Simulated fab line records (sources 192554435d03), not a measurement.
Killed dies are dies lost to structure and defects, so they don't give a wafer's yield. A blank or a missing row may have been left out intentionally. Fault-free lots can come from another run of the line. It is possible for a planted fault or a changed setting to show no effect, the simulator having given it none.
fab line records	flow n5_finfet
record: lots: 24	wafers: 72	last_day: 19
route steps=1938 shown BEOL_M0_SAQP@700 BEOL_M0@729 BEOL_M1@751
lots that met no fault: from a run of the same line without faults
start_h: start of the lot's first displayed wafer, in hours after the record's first day	wait_h: hours elapsed since this lot's preceding step	" the same as in the row above	L1.1+2: a single row standing in for several wafers	- value missing, or start not given	* or withheld: withheld	< > ~ a bound
route shown NAME@n: a module of which the file shows steps, and the number in the route of the first	usual: the fault-free wafers' mean and standard deviation	same: alike in all rows	chamber/n: place in a boat	sites: readings site by site	_std_site: the standard deviation of these	_edge_site: mean of outer sites minus mean of inner sites	radius_mm: for every site, how far away it sits from the centre of the wafer	mask NAME#n: copy n	behind: tool/chamber where the wafer was last shaped	hold: the reason the lot was held/the length of the hold in hours/how it ended	device: which transistor (n, p or np) failed to switch	end of line: tests of these same wafers at the route's end	a step without rows: its recipe alone	killed: count of dies lost to structure and defects at first sort (not the wafer's yield)	map: a wafer's dies, marking killed ones x, the rest . and places with no die _
set.NAME: setting as actually run; set.NAME@STEP: the setting as run at that earlier step	model.NAME: the simulator's own value behind a step, which no gauge read
the route's steps for a sample of lots (tables are steps, rows are wafers)
services: a tool's chamber out of use, with start hour (start_h, from the record's first day; less than 0 if before it), hours out, and reason
== steps ==
step: N5_BEOL_M0_SAQP_STRIP_75
recipe: chemistry: CF4	resist: SiARC	power_w: 300	bias_power_w: 75	pressure_mtorr: 50	cf4_flow_sccm: 150	rf_frequency_hz: 6e+07
usual: drypump_motor_current_A: 5.7/0.37	oes_product_au: 0.173/0.014	power_w: 300.0/0.91	rf_vpp_V: 271.3/1.3	showerhead_plenum_p_Torr: 1.80/0.052	throttle_valve_pct: 13.82/0.18
lot.wafer	tool	chamber	start_h	wait_h	drypump_motor_current_A	oes_product_au	power_w	rf_hours_counter_h	rf_vpp_V	showerhead_plenum_p_Torr	throttle_valve_pct
L074.2	rie_diel-03	2	123.92	0.1	5.3	0.183	299.5	126	271.2	1.80	13.83
L074.3	"	3	"	"	5.5	0.174	299.1	179	269.2	1.79	13.95
L074.6	"	2	"	"	5.3	0.178	299.8	-	271.9	1.80	13.83
L075.2	rie_diel-01	1	124.96	0.1	6.0	0.178	300.5	168	270.6	1.78	13.78
L075.3	"	3	"	"	6.4	0.176	299.4	166	270.2	1.72	13.69
L075.5	"	0	"	"	5.8	0.167	299.7	-	271.9	1.79	13.80
L076.1	rie_diel-01	3	128.08	0.1	6.4	0.171	300.1	167	268.3	1.72	13.70
L076.4	"	0	"	"	5.8	0.168	299.2	170	270.6	1.79	13.79
L076.5	"	1	"	"	6.0	0.176	299.9	-	270.5	1.78	13.78
L077.3	rie_diel-02	0	137.11	0.1	5.8	0.204	300.4	40	269.1	1.77	13.25
L077.5	"	3	"	"	5.0	0.227	299.8	-	274.6	1.91	13.54
L077.6	"	0	"	"	5.8	0.197	301.1	-	270.1	1.77	13.25
L078.1	rie_diel-03	2	146.97	0.1	5.3	0.175	301.1	134	270.7	1.80	13.86
L078.2	"	1	"	"	5.9	0.164	301.5	245	269.4	1.69	14.02
L078.3	"	3	"	"	5.5	0.177	299.0	186	271.3	1.79	13.96
L079.2	rie_diel-03	3	151.04	0.1	5.5	0.176	298.0	187	270.3	1.79	13.96
L079.4	"	0	"	"	5.4	0.171	300.0	170	271.2	1.78	13.63
L079.6	"	3	"	"	5.5	0.172	298.4	-	270.9	1.79	13.97
L081.2	rie_diel-03	1	154.77	0.1	5.9	0.162	301.1	248	270.0	1.69	14.04
L081.3	"	3	"	"	5.5	0.172	299.3	189	270.9	1.79	13.95
L081.5	"	0	"	"	5.5	0.176	299.8	-	270.7	1.78	13.63
L080.1	rie_diel-02	1	159.77	0.1	5.6	0.171	300.7	181	274.1	1.85	13.77
L080.2	"	2	"	"	5.7	0.166	301.2	190	271.8	1.79	13.96
L080.6	"	3	"	"	5.0	0.214	299.9	-	274.7	1.91	13.56
L082.4	rie_diel-01	2	160.92	0.1	5.5	0.170	299.1	161	274.0	1.87	14.02
L082.5	"	3	"	"	6.4	0.168	299.3	-	270.8	1.72	13.73
L082.6	"	2	"	"	5.5	0.170	301.2	-	273.2	1.87	14.01
L083.2	rie_diel-03	3	172.21	0.1	5.5	0.169	299.1	196	271.6	1.79	13.98
L083.3	"	0	"	"	5.4	0.171	300.2	178	269.9	1.78	13.66
L083.5	"	0	"	"	5.4	0.166	301.2	-	271.0	1.78	13.67
L084.1	rie_diel-03	2	175.73	0.1	5.4	0.172	299.6	146	271.3	1.79	13.86
L084.4	"	0	"	"	5.4	0.174	301.5	-	272.1	1.78	13.66
L084.6	"	3	"	"	5.5	0.175	299.8	-	271.2	1.79	13.99
L085.2	rie_diel-02	3	183.40	0.1	5.0	0.215	299.4	20	273.5	1.91	13.60
L085.3	"	1	"	"	5.6	0.168	300.7	187	273.3	1.85	13.77
L085.6	"	1	"	"	5.6	0.166	300.6	-	272.5	1.85	13.77
L086.2	rie_diel-03	2	185.08	0.1	5.4	0.167	300.9	148	271.9	1.79	13.89
L086.3	"	3	"	"	5.4	0.171	301.1	199	271.1	1.79	13.98
L086.4	"	0	"	"	5.4	0.173	299.9	182	271.0	1.78	13.67
L087.1	rie_diel-02	3	195.49	0.1	5.0	0.223	299.8	23	273.1	1.91	13.60
L087.2	"	0	"	"	5.8	0.193	300.2	57	271.9	1.77	13.27
L087.6	"	2	"	"	5.6	0.157	300.7	-	270.0	1.79	13.97
L088.2	rie_diel-01	3	198.47	0.1	6.5	0.170	300.0	188	269.7	1.72	13.74
L088.5	"	3	"	"	6.5	0.164	300.5	-	270.5	1.72	13.75
L088.6	"	2	"	"	5.5	0.167	299.3	-	273.7	1.86	14.02
L089.2	rie_diel-01	0	201.97	0.1	5.7	0.164	299.4	192	270.2	1.79	13.83
L089.4	"	1	"	"	6.1	0.166	299.4	187	271.5	1.77	13.83
L089.5	"	2	"	"	5.5	0.170	302.0	-	273.2	1.86	14.03
L090.2	rie_diel-01	1	208.46	0.1	6.0	0.165	298.8	189	271.1	1.77	13.81
L090.3	"	2	"	"	5.5	0.165	299.0	174	272.4	1.86	14.02
L090.4	"	3	"	"	6.5	0.166	300.3	190	269.8	1.72	13.74
L091.3	rie_diel-02	3	214.22	0.1	5.0	0.211	299.7	27	272.2	1.91	13.60
L091.4	"	0	"	"	5.8	0.189	300.8	62	269.9	1.76	13.29
L091.6	"	2	"	"	5.6	0.166	301.0	-	270.9	1.79	13.98
L092.4	rie_diel-01	1	225.84	0.1	6.1	0.165	300.0	193	271.9	1.77	13.84
L092.5	"	1	"	"	6.1	0.175	299.6	-	272.4	1.77	13.84
L092.6	"	0	"	"	5.7	0.166	300.9	-	271.0	1.79	13.85
L093.1	rie_diel-01	0	232.31	0.1	5.7	0.160	299.9	199	271.2	1.79	13.87
L093.2	"	2	"	"	5.5	0.173	299.4	178	271.0	1.86	14.06
L093.4	"	3	"	"	6.5	0.165	300.3	195	270.6	1.72	13.77
L094.1	rie_diel-01	0	238.56	0.1	5.7	0.164	301.1	201	269.8	1.79	13.87
L094.2	"	3	"	"	6.5	0.164	300.1	196	269.5	1.72	13.76
L094.3	"	2	"	"	5.5	0.165	299.9	180	272.3	1.86	14.06
L095.1	rie_diel-01	3	249.27	0.1	6.4	0.171	300.9	201	268.5	1.72	13.76
L095.4	"	2	"	"	5.5	0.170	300.1	184	273.5	1.86	14.08
L095.5	"	1	"	"	6.1	0.165	299.5	-	270.6	1.77	13.84
L096.3	rie_diel-01	0	255.81	0.1	5.8	0.163	300.7	209	271.6	1.78	13.87
L096.5	"	1	"	"	6.0	0.168	299.9	-	270.8	1.77	13.86
L096.6	"	0	"	"	5.8	0.160	300.1	-	270.7	1.78	13.88
L097.1	rie_diel-01	1	257.06	0.1	6.0	0.168	300.3	205	271.0	1.77	13.87
L097.5	"	1	"	"	6.0	0.168	299.0	-	272.4	1.77	13.87
L097.6	"	2	"	"	5.5	0.164	301.1	-	271.7	1.86	14.06
step: N5_BEOL_M0_DEGAS_112
recipe: ambient: vacuum	temp_c: 250	time_s: 60
usual: heater_power_w: 333/48
lot.wafer	tool	chamber	start_h	wait_h	heater_power_w
L075.2	pvd_sputter-02	-	127.70	0.5	337
L075.3	"	-	"	"	335
L075.5	"	-	"	"	340
L074.2	pvd_sputter-02	-	127.92	0.6	324
L074.3	"	-	"	"	334
L074.6	"	-	"	"	327
L076.1	pvd_sputter-02	-	131.24	1.6	370
L076.4	"	-	"	"	330
L076.5	"	-	"	"	340
L077.3	pvd_sputter-01	-	141.84	0.5	349
L077.5	"	-	"	"	350
L077.6	"	-	"	"	342
L078.1	pvd_sputter-01	-	151.14	0.4	222
L078.2	"	-	"	"	345
L078.3	"	-	"	"	337
L079.2	pvd_sputter-01	-	154.96	0.1	339
L079.4	"	-	"	"	354
L079.6	"	-	"	"	227
L081.2	pvd_sputter-01	-	158.75	0.3	347
L081.3	"	-	"	"	364
L081.5	"	-	"	"	224
L080.1	pvd_sputter-03	-	161.74	0.0	387
L080.2	"	-	"	"	300
L080.6	"	-	"	"	333
L082.4	pvd_sputter-03	-	167.32	0.5	298
L082.5	"	-	"	"	334
L082.6	"	-	"	"	383
L083.2	pvd_sputter-01	-	176.63	0.2	221
L083.3	"	-	"	"	333
L083.5	"	-	"	"	217
L084.1	pvd_sputter-03	-	179.98	0.1	300
L084.4	"	-	"	"	389
L084.6	"	-	"	"	301
L085.2	pvd_sputter-03	-	186.98	0.5	374
L085.3	"	-	"	"	297
L085.6	"	-	"	"	294
L086.2	pvd_sputter-02	-	187.75	0.3	421
L086.3	"	-	"	"	319
L086.4	"	-	"	"	341
L087.1	pvd_sputter-03	-	199.92	0.1	381
L087.2	"	-	"	"	300
L087.6	"	-	"	"	388
L088.2	pvd_sputter-03	-	200.19	0.1	291
L088.5	"	-	"	"	297
L088.6	"	-	"	"	332
L089.2	pvd_sputter-03	-	210.61	2.4	298
L089.4	"	-	"	"	339
L089.5	"	-	"	"	296
L091.3	pvd_sputter-01	-	220.08	1.6	348
L091.4	"	-	"	"	356
L091.6	"	-	"	"	347
L090.2	pvd_sputter-03	-	225.97	0.2	299
L090.3	"	-	"	"	343
L090.4	"	-	"	"	301
L092.4	pvd_sputter-01	-	229.52	0.4	339
L092.5	"	-	"	"	222
L092.6	"	-	"	"	338
L093.1	pvd_sputter-03	-	236.20	1.6	308
L093.2	"	-	"	"	381
L093.4	"	-	"	"	335
L094.1	pvd_sputter-03	-	242.36	0.2	339
L094.2	"	-	"	"	302
L094.3	"	-	"	"	298
L095.1	pvd_sputter-01	-	251.16	0.0	221
L095.4	"	-	"	"	338
L095.5	"	-	"	"	349
L096.3	pvd_sputter-02	-	267.35	0.5	322
L096.5	"	-	"	"	425
L096.6	"	-	"	"	346
L097.1	pvd_sputter-02	-	268.04	0.0	323
L097.5	"	-	"	"	346
L097.6	"	-	"	"	415
step: N5_BEOL_M0_ANNEAL_133
recipe: temp_c: 400	time_s: 60	ambient: vacuum
usual: heater_power_w: 833/110
lot.wafer	tool	chamber	start_h	wait_h	heater_power_w
L075.2	pvd_sputter-01	-	128.85	0.0	835
L075.3	"	-	"	"	905
L075.5	"	-	"	"	553
L074.2	pvd_sputter-03	-	128.93	0.0	742
L074.3	"	-	"	"	838
L074.6	"	-	"	"	849
L076.1	pvd_sputter-02	-	132.02	0.0	828
L076.4	"	-	"	"	831
L076.5	"	-	"	"	842
L077.3	pvd_sputter-02	-	142.81	0.0	836
L077.5	"	-	"	"	841
L077.6	"	-	"	"	919
L078.1	pvd_sputter-01	-	153.36	0.0	869
L078.2	"	-	"	"	851
L078.3	"	-	"	"	860
L079.2	pvd_sputter-03	-	157.47	0.0	937
L079.4	"	-	"	"	834
L079.6	"	-	"	"	954
L081.2	pvd_sputter-01	-	160.91	0.0	563
L081.3	"	-	"	"	863
L081.5	"	-	"	"	837
L080.1	pvd_sputter-02	-	164.39	0.0	833
L080.2	"	-	"	"	809
L080.6	"	-	"	"	848
L082.4	pvd_sputter-01	-	168.71	0.0	561
L082.5	"	-	"	"	864
L082.6	"	-	"	"	548
L083.2	pvd_sputter-03	-	177.64	0.0	741
L083.3	"	-	"	"	754
L083.5	"	-	"	"	954
L084.1	pvd_sputter-03	-	180.69	0.0	847
L084.4	"	-	"	"	739
L084.6	"	-	"	"	744
L085.2	pvd_sputter-03	-	187.72	0.0	751
L085.3	"	-	"	"	932
L085.6	"	-	"	"	945
L086.2	pvd_sputter-02	-	188.46	0.0	855
L086.3	"	-	"	"	931
L086.4	"	-	"	"	1031
L087.1	pvd_sputter-01	-	201.46	0.0	867
L087.2	"	-	"	"	855
L087.6	"	-	"	"	548
L088.2	pvd_sputter-01	-	201.90	0.0	853
L088.5	"	-	"	"	556
L088.6	"	-	"	"	885
L089.2	pvd_sputter-03	-	211.85	0.0	729
L089.4	"	-	"	"	959
L089.5	"	-	"	"	932
L091.3	pvd_sputter-03	-	225.31	0.0	748
L091.4	"	-	"	"	941
L091.6	"	-	"	"	747
L090.2	pvd_sputter-01	-	228.48	0.0	901
L090.3	"	-	"	"	863
L090.4	"	-	"	"	555
L092.4	pvd_sputter-03	-	232.23	0.0	817
L092.5	"	-	"	"	951
L092.6	"	-	"	"	740
L093.1	pvd_sputter-02	-	237.12	0.0	1045
L093.2	"	-	"	"	929
L093.4	"	-	"	"	859
L094.1	pvd_sputter-03	-	244.60	0.0	731
L094.2	"	-	"	"	739
L094.3	"	-	"	"	817
L095.1	pvd_sputter-02	-	251.99	0.0	904
L095.4	"	-	"	"	1019
L095.5	"	-	"	"	794
L096.3	pvd_sputter-03	-	268.17	0.0	949
L096.5	"	-	"	"	753
L096.6	"	-	"	"	931
L097.1	pvd_sputter-03	-	269.19	0.0	964
L097.5	"	-	"	"	743
L097.6	"	-	"	"	931
step: N5_BEOL_M0_PRE_CLEAN_131
recipe: gas: NH3/H2	time_s: 15	temp_c: *	rf_power_w: 300
usual: heater_power_w: 84/13
lot.wafer	tool	chamber	start_h	wait_h	heater_power_w
L075.2	cvd_co-02	2	129.90	0.0	64
L075.3	"	2	"	"	66
L075.5	"	0	"	"	81
L074.2	cvd_co-02	2	131.09	0.0	66
L074.3	"	2	"	"	65
L074.6	"	2	"	"	65
L076.1	cvd_co-01	0	133.00	0.0	105
L076.4	"	2	"	"	78
L076.5	"	1	"	"	80
L077.3	cvd_co-01	1	144.39	0.1	81
L077.5	"	1	"	"	82
L077.6	"	0	"	"	108
L078.1	cvd_co-01	0	154.73	0.0	110
L078.2	"	1	"	"	81
L078.3	"	0	"	"	108
L079.2	cvd_co-01	0	158.50	0.1	108
L079.4	"	0	"	"	109
L079.6	"	1	"	"	81
L081.2	cvd_co-01	2	162.38	0.2	79
L081.3	"	0	"	"	110
L081.5	"	0	"	"	109
L080.1	cvd_co-01	1	166.54	0.2	81
L080.2	"	0	"	"	106
L080.6	"	1	"	"	80
L082.4	cvd_co-01	1	169.73	0.1	80
L082.5	"	2	"	"	79
L082.6	"	0	"	"	108
L083.2	cvd_co-02	2	184.15	0.0	67
L083.3	"	1	"	"	82
L083.5	"	1	"	"	82
L084.1	cvd_co-02	1	186.16	0.0	84
L084.4	"	2	"	"	66
L084.6	"	0	"	"	81
L085.2	cvd_co-01	0	192.46	0.0	109
L085.3	"	2	"	"	79
L085.6	"	0	"	"	108
L086.2	cvd_co-02	2	192.73	0.0	66
L086.3	"	1	"	"	87
L086.4	"	2	"	"	66
L087.1	cvd_co-02	0	202.45	0.0	81
L087.2	"	2	"	"	66
L087.6	"	1	"	"	87
L088.2	cvd_co-02	0	203.59	0.0	82
L088.5	"	0	"	"	82
L088.6	"	2	"	"	66
L089.2	cvd_co-01	0	214.36	0.0	110
L089.4	"	2	"	"	79
L089.5	"	0	"	"	107
L091.3	cvd_co-01	0	228.55	0.0	108
L091.4	"	0	"	"	110
L091.6	"	2	"	"	80
L090.2	cvd_co-02	0	230.80	0.0	83
L090.3	"	2	"	"	66
L090.4	"	1	"	"	87
L092.4	cvd_co-01	1	235.56	0.1	81
L092.5	"	0	"	"	106
L092.6	"	2	"	"	77
L093.1	cvd_co-01	1	241.72	0.0	82
L093.2	"	2	"	"	78
L093.4	"	0	"	"	106
L094.1	cvd_co-02	1	248.62	0.0	86
L094.2	"	2	"	"	67
L094.3	"	0	"	"	80
L095.1	cvd_co-01	1	254.44	0.0	81
L095.4	"	1	"	"	81
L095.5	"	2	"	"	80
L096.3	cvd_co-02	1	269.92	0.0	88
L096.5	"	1	"	"	87
L096.6	"	0	"	"	82
L097.1	cvd_co-02	0	270.43	0.0	83
L097.5	"	0	"	"	81
L097.6	"	2	"	"	67
step: N5_BEOL_M0_DEP_125
recipe: material: SiCN	target_thk_a: 80	temp_c: withheld	precursor: 3MS/NH3	pressure_torr: 3	rf_w: 202	time_s: 14
usual: showerhead_plenum_p_Torr: 3.664/0.013	throttle_valve_pct: 9.1/0.5
lot.wafer	tool	chamber	start_h	wait_h	showerhead_plenum_p_Torr	throttle_valve_pct
L075.2	pecvd-02	1	130.11	0.0	3.668	8.9
L075.3	"	2	"	"	3.655	8.4
L075.5	"	1	"	"	3.676	8.6
L074.2	pecvd-03	1	131.30	0.0	3.675	8.9
L074.3	"	0	"	"	3.673	9.8
L074.6	"	1	"	"	3.678	9.0
L076.1	pecvd-03	1	133.16	0.0	3.675	8.9
L076.4	"	1	"	"	3.670	9.3
L076.5	"	2	"	"	3.666	9.2
L077.3	pecvd-02	0	144.58	0.0	3.659	9.9
L077.5	"	0	"	"	3.668	9.8
L077.6	"	2	"	"	3.651	8.5
L078.1	pecvd-04	1	154.95	0.0	3.676	9.3
L078.2	"	0	"	"	3.644	9.0
L078.3	"	2	"	"	3.663	8.7
L079.2	pecvd-04	1	158.72	0.0	3.678	9.7
L079.4	"	2	"	"	3.663	8.9
L079.6	"	1	"	"	3.678	9.5
L081.2	pecvd-04	2	162.53	0.0	3.677	8.8
L081.3	"	1	"	"	3.680	9.6
L081.5	"	0	"	"	3.644	9.3
L080.1	pecvd-02	0	166.69	0.0	3.648	9.8
L080.2	"	1	"	"	3.672	8.6
L080.6	"	0	"	"	3.652	9.5
L082.4	pecvd-02	2	169.88	0.0	3.659	8.2
L082.5	"	0	"	"	3.658	9.7
L082.6	"	1	"	"	3.665	8.7
L083.2	pecvd-02	0	184.31	0.0	3.661	9.7
L083.3	"	2	"	"	3.653	8.4
L083.5	"	0	"	"	3.649	9.7
L084.1	pecvd-02	1	186.32	0.0	3.663	8.9
L084.4	"	0	"	"	3.660	9.7
L084.6	"	1	"	"	3.668	8.7
L085.2	pecvd-04	0	192.63	0.0	3.645	9.0
L085.3	"	0	"	"	3.643	9.0
L085.6	"	2	"	"	3.675	9.0
L086.2	pecvd-03	0	192.89	0.0	3.679	9.7
L086.3	"	2	"	"	3.663	9.0
L086.4	"	0	"	"	3.660	9.7
L087.1	pecvd-04	1	202.61	0.0	3.678	9.3
L087.2	"	0	"	"	3.654	9.1
L087.6	"	0	"	"	3.654	9.1
L088.2	pecvd-02	2	203.75	0.0	3.641	8.5
L088.5	"	0	"	"	3.657	9.9
L088.6	"	1	"	"	3.671	8.6
L089.2	pecvd-03	0	214.52	0.0	3.668	9.8
L089.4	"	0	"	"	3.670	9.8
L089.5	"	1	"	"	3.674	9.4
L091.3	pecvd-02	1	228.70	0.0	3.681	8.8
L091.4	"	0	"	"	3.662	9.7
L091.6	"	2	"	"	3.654	8.5
L090.2	pecvd-02	0	230.95	0.0	3.655	9.7
L090.3	"	1	"	"	3.679	9.0
L090.4	"	1	"	"	3.666	8.9
L092.4	pecvd-03	1	235.71	0.0	3.678	8.7
L092.5	"	0	"	"	3.671	9.8
L092.6	"	2	"	"	3.666	8.1
L093.1	pecvd-04	2	241.87	0.0	3.672	9.3
L093.2	"	0	"	"	3.642	9.0
L093.4	"	1	"	"	3.691	9.5
L094.1	pecvd-02	1	248.77	0.0	3.671	9.0
L094.2	"	2	"	"	3.649	8.3
L094.3	"	0	"	"	3.661	9.6
L095.1	pecvd-02	1	254.59	0.0	3.663	8.7
L095.4	"	2	"	"	3.661	8.4
L095.5	"	1	"	"	3.665	8.7
L096.3	pecvd-04	2	270.07	0.0	3.678	9.4
L096.5	"	0	"	"	3.648	9.1
L096.6	"	1	"	"	3.685	9.3
L097.1	pecvd-04	2	270.59	0.0	3.672	9.0
L097.5	"	1	"	"	3.678	9.6
L097.6	"	2	"	"	3.675	9.1
step: N5_BEOL_M1_ILD_DEP_00
recipe: material: SiOC	target_thk_a: 790	temp_c: 350	precursor: DEMS/O2	pressure_torr: 5	rf_w: 500	time_s: 15.3
usual: heater_power_w: 486/65	showerhead_plenum_p_Torr: 5.693/0.015	throttle_valve_pct: 11.8/0.62
lot.wafer	tool	chamber	start_h	wait_h	heater_power_w	showerhead_plenum_p_Torr	throttle_valve_pct
L075.2	pecvd-02	0	130.24	0.0	479	5.670	12.9
L075.3	"	2	"	"	581	5.679	11.0
L075.5	"	1	"	"	591	5.698	11.7
L074.2	pecvd-04	0	131.43	0.0	371	5.691	12.0
L074.3	"	2	"	"	471	5.695	11.5
L074.6	"	1	"	"	482	5.713	12.6
L076.1	pecvd-02	0	133.29	0.0	560	5.690	12.7
L076.4	"	1	"	"	602	5.690	11.6
L076.5	"	0	"	"	550	5.677	12.9
L077.3	pecvd-02	0	144.71	0.0	468	5.702	12.5
L077.5	"	1	"	"	546	5.699	11.6
L077.6	"	2	"	"	606	5.659	11.1
L078.1	pecvd-04	0	155.07	0.0	422	5.683	11.9
L078.2	"	1	"	"	446	5.716	12.1
L078.3	"	2	"	"	466	5.689	11.8
L079.2	pecvd-01	0	158.87	0.0	519	5.681	11.4
L079.4	"	0	"	"	525	5.688	11.1
L079.6	"	1	"	"	477	5.691	12.3
L081.2	pecvd-02	1	162.66	0.0	500	5.709	11.7
L081.3	"	2	"	"	563	5.684	10.9
L081.5	"	0	"	"	561	5.683	12.7
L080.1	pecvd-02	1	166.82	0.0	585	5.718	11.7
L080.2	"	0	"	"	568	5.686	12.6
L080.6	"	2	"	"	546	5.682	10.9
L082.4	pecvd-04	1	170.01	0.1	436	5.728	12.7
L082.5	"	2	"	"	478	5.708	11.5
L082.6	"	0	"	"	385	5.664	11.9
L083.2	pecvd-04	2	184.44	0.0	476	5.707	12.0
L083.3	"	0	"	"	432	5.670	12.2
L083.5	"	0	"	"	449	5.678	12.2
L084.1	pecvd-04	0	186.45	0.0	373	5.667	11.9
L084.4	"	0	"	"	385	5.685	12.1
L084.6	"	2	"	"	471	5.714	11.6
L085.2	pecvd-02	1	192.78	0.0	523	5.712	11.5
L085.3	"	0	"	"	533	5.702	12.7
L085.6	"	0	"	"	528	5.690	13.1
L086.2	pecvd-02	2	193.02	0.0	527	5.661	11.0
L086.3	"	0	"	"	509	5.694	12.9
L086.4	"	1	"	"	496	5.698	11.5
L087.1	pecvd-02	1	202.74	0.0	528	5.703	11.7
L087.2	"	0	"	"	506	5.690	12.7
L087.6	"	0	"	"	504	5.690	12.8
L088.2	pecvd-01	1	203.88	0.0	398	5.699	12.3
L088.5	"	1	"	"	392	5.688	12.3
L088.6	"	2	"	"	347	5.701	11.0
L089.2	pecvd-04	1	214.67	0.0	463	5.707	12.3
L089.4	"	2	"	"	424	5.707	11.8
L089.5	"	1	"	"	468	5.709	12.5
L091.3	pecvd-02	2	228.83	0.0	574	5.671	11.2
L091.4	"	1	"	"	610	5.701	11.7
L091.6	"	2	"	"	557	5.696	10.7
L090.2	pecvd-04	0	231.08	0.0	411	5.677	12.0
L090.3	"	1	"	"	470	5.696	12.3
L090.4	"	2	"	"	461	5.705	11.8
L092.4	pecvd-01	0	235.84	0.1	447	5.691	11.5
L092.5	"	2	"	"	379	5.709	10.8
L092.6	"	1	"	"	445	5.683	12.2
L093.1	pecvd-02	2	242.01	0.0	548	5.680	11.1
L093.2	"	0	"	"	504	5.689	12.9
L093.4	"	2	"	"	571	5.679	11.1
L094.1	pecvd-02	2	248.90	0.0	537	5.671	11.0
L094.2	"	1	"	"	534	5.684	11.6
L094.3	"	0	"	"	532	5.698	12.7
L095.1	pecvd-04	0	254.72	0.0	371	5.666	11.9
L095.4	"	1	"	"	468	5.710	12.4
L095.5	"	0	"	"	377	5.677	12.1
L096.3	pecvd-01	0	270.20	0.0	504	5.704	11.5
L096.5	"	0	"	"	515	5.677	11.4
L096.6	"	1	"	"	449	5.695	12.0
L097.1	pecvd-01	1	270.72	0.0	396	5.691	12.1
L097.5	"	1	"	"	409	5.695	12.3
L097.6	"	0	"	"	475	5.700	11.5
== services ==
tool	chamber	start_h	hours	kind
cvd_co-02	2	119.44	5.6	repair
rie_diel-03	1	123.37	2.8	repair
rie_diel-01	1	129.06	5.2	repair
cvd_co-01	-	131.06	0.4	repair
cvd_co-02	-	135.12	4.3	pm
pecvd-02	1	138.98	2.1	scheduled_down
rie_diel-01	1	149.61	2.3	repair
rie_diel-01	2	150.61	2.8	repair
pecvd-04	0	157.67	2.1	scheduled_down
cvd_co-02	-	163.65	6.9	pm
pecvd-01	0	166.14	7.5	repair
pvd_sputter-03	-	168.35	2.5	repair
pecvd-03	2	172.77	6.1	repair
pecvd-01	-	175.72	2.8	pm
pecvd-04	1	192.15	2.1	scheduled_down
pecvd-02	2	194.93	2.1	scheduled_down
pecvd-01	-	216.05	2.1	repair
pecvd-01	-	227.20	4.2	repair
rie_diel-03	-	238.74	15.6	pm
rie_diel-02	-	241.28	5.4	repair
pecvd-02	-	250.45	0.5	repair
cvd_co-02	-	254.53	0.8	repair
pvd_sputter-03	-	256.81	10.5	repair
rie_diel-03	0	260.05	1.3	repair
== key ==
fault none
